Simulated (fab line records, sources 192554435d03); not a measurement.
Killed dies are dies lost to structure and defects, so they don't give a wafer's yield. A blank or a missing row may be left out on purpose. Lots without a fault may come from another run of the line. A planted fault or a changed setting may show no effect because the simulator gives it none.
Chamber matching | flow n5_finfet | N5_DUMMY_REMOVAL_HM_STRIP_01 on rie_diel-01: 4 sister chambers
The step strips SiNx in CH3F/O2, stops on poly-Si, target depth 4 nm, time 6.8 s. 4 wafers are shown with their chamber, then 7 later ones without.

WAFERS WITH THEIR CHAMBER
wafer  | chamber | showerhead_plenum_p_Torr (Torr)
L148.1 | 3       | 1.95
L154.6 | 1       | 2.06
L156.1 | 2       | 1.99
L156.2 | 0       | 2.03

WAFERS WITHOUT THEIR CHAMBER
wafer  | showerhead_plenum_p_Torr (Torr)
L156.5 | 1.94
L158.1 | 1.94
L158.4 | 1.99
L158.5 | 1.99
L159.1 | 1.99
L159.5 | 1.94
L159.6 | 1.99

WHICH CHAMBER EACH WENT THROUGH
wafer  | from the rows above | in truth
L156.5 | 3                   | 3
L158.1 | 3                   | 3
L158.4 | 2                   | 2
L158.5 | 2                   | 2
L159.1 | 2                   | 2
L159.5 | 3                   | 3
L159.6 | 2                   | 2
Placed correctly: 7 of 7. Can't be placed from these rows: 0. Placed wrongly: 0.
How it was worked out, from the rows above alone: a wafer's distance from a chamber is the root of the sum, over the readings, of the square of ((its reading less the chamber's mean) divided by the reading's scatter). The wafer belongs to the nearest chamber; if the next one is less than 2 further off, it can't be placed. A chamber's mean is the mean of its shown wafers. The scatter: with one shown wafer a chamber, the root of the mean of the squares of how far each hidden wafer lies from its nearest shown one.
